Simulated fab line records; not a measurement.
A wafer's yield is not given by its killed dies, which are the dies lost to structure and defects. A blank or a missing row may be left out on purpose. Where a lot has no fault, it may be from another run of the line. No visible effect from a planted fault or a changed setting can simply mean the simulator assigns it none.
Which tool is to blame?	flow n5-finfet	27 wafers from 9 lots sampled at 7 of the route's 1938 steps

WHAT THE GAUGES READ, wafer by wafer
N5_BEOL_M8_OVL_MEAS_12.
lot	measured	on	M8_OVL (nm)
L492	day 10 12:02	overlay-01	-0.5 0.4 0.9
L495	day 11 09:15	overlay-01	0.1 0.4 -0.4
L497	day 12 09:28	overlay-01	0.0 -1.0 -0.2
L500	day 13 20:35	overlay-02	-0.6 -0.9 -1.8
L502	day 14 10:27	overlay-01	0.7 -0.7 -0.6
L503	day 14 22:56	overlay-01	-0.1 -0.6 -0.5
L511	day 15 22:07	overlay-02	-1.0 0.4 0.0
L512	day 16 03:25	overlay-01	1.2 -0.2 0.5
L514	day 17 10:59	overlay-02	0.1 0.6 0.5

N5_BEOL_M8_OCD_MEAS_38.
lot	measured	on	trench-depth-nm (nm)
L492	day 10 13:53	ocd-02	93.6 90.6 93.5
L495	day 11 12:04	ocd-01	90.6 90.0 91.1
L497	day 12 12:23	ocd-02	91.9 95.2 94.7
L500	day 13 22:11	ocd-01	99.5 104.1 99.9
L502	day 14 14:27	ocd-02	100.5 101.7 104.5
L503	day 15 03:52	ocd-02	95.3 95.8 95.7
L511	day 16 01:39	ocd-01	95.4 95.6 95.6
L512	day 16 07:45	ocd-01	93.7 95.7 95.3
L514	day 17 13:35	ocd-02	93.3 90.9 93.3

N5_BEOL_M8_THK_MEAS_53: measures by xrf.
lot	measured	on	M8_THK (nm)
L492	day 10 16:02	film-metro-02	79.8 77.0 78.7
L495	day 11 14:59	film-metro-02	75.1 75.8 77.3
L497	day 12 16:07	film-metro-01	76.7 78.4 79.1
L500	day 14 02:05	film-metro-01	84.5 88.5 84.9
L502	day 14 19:14	film-metro-02	85.6 85.4 89.2
L503	day 15 06:44	film-metro-01	80.9 81.2 79.6
L511	day 16 04:26	film-metro-02	82.5 82.5 83.2
L512	day 16 11:18	film-metro-02	80.3 81.9 81.4
L514	day 17 15:55	film-metro-02	76.8 77.4 79.0

N5_BEOL_M8_RS_MEAS_57: the measuring method here is four-point-probe.
lot	measured	on	M8_RS (ohm/sq)
L492	day 10 16:10	film-metro-01	0.282 0.294 0.287
L495	day 11 15:07	film-metro-01	0.304 0.301 0.296
L497	day 12 16:15	film-metro-01	0.295 0.288 0.286
L500	day 14 02:13	film-metro-02	0.263 0.249 0.261
L502	day 14 19:22	film-metro-02	0.259 0.261 0.248
L503	day 15 06:52	film-metro-01	0.279 0.277 0.284
L511	day 16 04:36	film-metro-02	0.271 0.274 0.268
L512	day 16 11:26	film-metro-01	0.278 0.272 0.275
L514	day 17 16:02	film-metro-02	0.300 0.299 0.291

EACH LOT AND THE TOOL THAT RAN IT (in order: tool; ch and the chambers of the sampled wafers; start)
lot	N5_BEOL_M8_ETCH_72	N5_BEOL_M8_TRENCH_ETCH_37	N5_BEOL_M8_SURFACE_TREAT_79
L492	rie-diel-06 ch 2,3, day 10 13:29	rie-diel-06 ch 2,3, day 10 13:44	pvd-sputter-03, day 10 15:00
L495	rie-diel-01 ch 1,2, day 11 11:40	rie-diel-01 ch 1,2, day 11 11:55	pvd-sputter-02, day 11 13:22
L497	rie-diel-04 ch 0,2,3, day 12 11:59	rie-diel-04 ch 0,2,3, day 12 12:14	pvd-sputter-02, day 12 13:32
L500	rie-diel-01 ch 1,3, day 13 21:47	rie-diel-01 ch 1,3, day 13 22:02	pvd-sputter-01, day 14 01:05
L502	rie-diel-01 ch 0,2,3, day 14 14:03	rie-diel-01 ch 0,2,3, day 14 14:17	pvd-sputter-02, day 14 15:44
L503	rie-diel-04 ch 0,3, day 15 03:17	rie-diel-04 ch 0,3, day 15 03:38	pvd-sputter-01, day 15 05:25
L511	rie-diel-04 ch 0,3, day 16 01:15	rie-diel-04 ch 0,3, day 16 01:29	pvd-sputter-03, day 16 03:14
L512	rie-diel-04 ch 0,2,3, day 16 07:21	rie-diel-04 ch 0,2,3, day 16 07:35	pvd-sputter-02, day 16 09:31
L514	rie-diel-01 ch 0,1,3, day 17 13:12	rie-diel-01 ch 0,1,3, day 17 13:26	pvd-sputter-01, day 17 14:44
- N5_BEOL_M8_ETCH_72: etches underlayer in N2/H2, target depth 6.5 nm, time 5.2 s.
- N5_BEOL_M8_TRENCH_ETCH_37: etches SiCOH lowk in C4F6/O2, target depth 93.478 nm, time 31.2 s.
- N5_BEOL_M8_SURFACE_TREAT_79

AS READ BY THE TOOLS THEMSELVES (means over the sampled wafers that have a number; for cases with no such wafer, the mark the record gives instead)
N5_BEOL_M8_ETCH_72.
lot	tool	drypump-motor-current-A (A)	etch-rf-on-time-s (s)	h2-flow-sccm (sccm)	oes-product-au (a.u.)	rf-fwd-power-W (W)	rf-vpp-V (V)	showerhead-plenum-p-Torr (Torr)	throttle-valve-pct (%)
L492	rie-diel-06	5.4	5.15	199.9	0.74	819.4	523.8	2.54	17.54
L495	rie-diel-01	5.7	5.36	200.5	0.64	820.5	526.2	2.65	17.74
L497	rie-diel-04	5.8	5.11	199.9	0.69	820.9	524.2	2.55	17.58
L500	rie-diel-01	5.3	5.15	199.9	0.63	817.3	525.0	2.58	17.87
L502	rie-diel-01	5.7	5.20	200.5	0.69	819.6	528.6	2.64	17.54
L503	rie-diel-04	5.7	5.14	199.8	0.71	820.5	525.2	2.56	17.37
L511	rie-diel-04	5.7	5.06	200.8	0.71	821.5	524.2	2.56	17.39
L512	rie-diel-04	5.9	5.13	200.0	0.74	819.3	523.2	2.54	17.48
L514	rie-diel-01	5.5	5.20	200.5	0.72	817.5	526.3	2.60	17.56

N5_BEOL_M8_TRENCH_ETCH_37.
lot	tool	drypump-motor-current-A (A)	oes_o_777_au (a.u.)	oes-product-au (a.u.)	rf-fwd-power-W (W)	rf-vpp-V (V)	showerhead-plenum-p-Torr (Torr)	throttle-valve-pct (%)
L492	rie-diel-06	5.4	0.89	0.85	339.0	645	2.84	20.60
L495	rie-diel-01	5.7	0.76	0.75	342.8	658	2.95	20.73
L497	rie-diel-04	5.8	0.82	0.81	339.6	683	2.87	20.67
L500	rie-diel-01	5.3	0.92	0.78	423.3	591	2.91	21.03
L502	rie-diel-01	5.7	1.01	0.85	425.0	587	2.95	20.66
L503	rie-diel-04	5.7	0.84	0.84	340.4	692	2.89	20.52
L511	rie-diel-04	5.7	0.83	0.83	341.2	691	2.88	20.54
L512	rie-diel-04	5.8	0.87	0.87	339.5	682	2.86	20.58
L514	rie-diel-01	5.5	0.83	0.83	341.7	658	2.93	20.74

THE ANSWER, worked out from the rows above alone
Rule: the usual values come from the lots themselves. The widest of any qualifying gaps counts: lots, ordered by their means at a reading, are off when they make up no more than a third of the lots, leave a main group of 4 or more, and stand apart from it by 3 or more times the standard deviation of that group's means. Not used: any main group whose means are identical at the precision the tables above print for the reading. Also off: a lot with no number at a reading for which 4 or more lots have one. The other lots that the step has rows for count as sound. After the gauges, taken in route order, come the tools' own readings; for these a lot's mean is taken, as printed above. At the first step where some lot is off, the reading lying furthest off is the one used; lots without a number count as furthest.
Off: L500, L502, at N5_BEOL_M8_OCD_MEAS_38 (trench-depth-nm). Main group: mean 93.7 nm, sd 1.7.
A tool fits if, at a process step before that reading, it ran every lot that is off, and no sound lot after the first of them. Not tried: the gauges at N5_BEOL_M8_OCD_MEAS_38; whatever is off there is also off at N5_BEOL_M8_TRENCH_ETCH_37, on other tools, and gauge error can't account for it. Of those tried, none fits.

WHAT WAS PUT IN BY THE SIMULATOR
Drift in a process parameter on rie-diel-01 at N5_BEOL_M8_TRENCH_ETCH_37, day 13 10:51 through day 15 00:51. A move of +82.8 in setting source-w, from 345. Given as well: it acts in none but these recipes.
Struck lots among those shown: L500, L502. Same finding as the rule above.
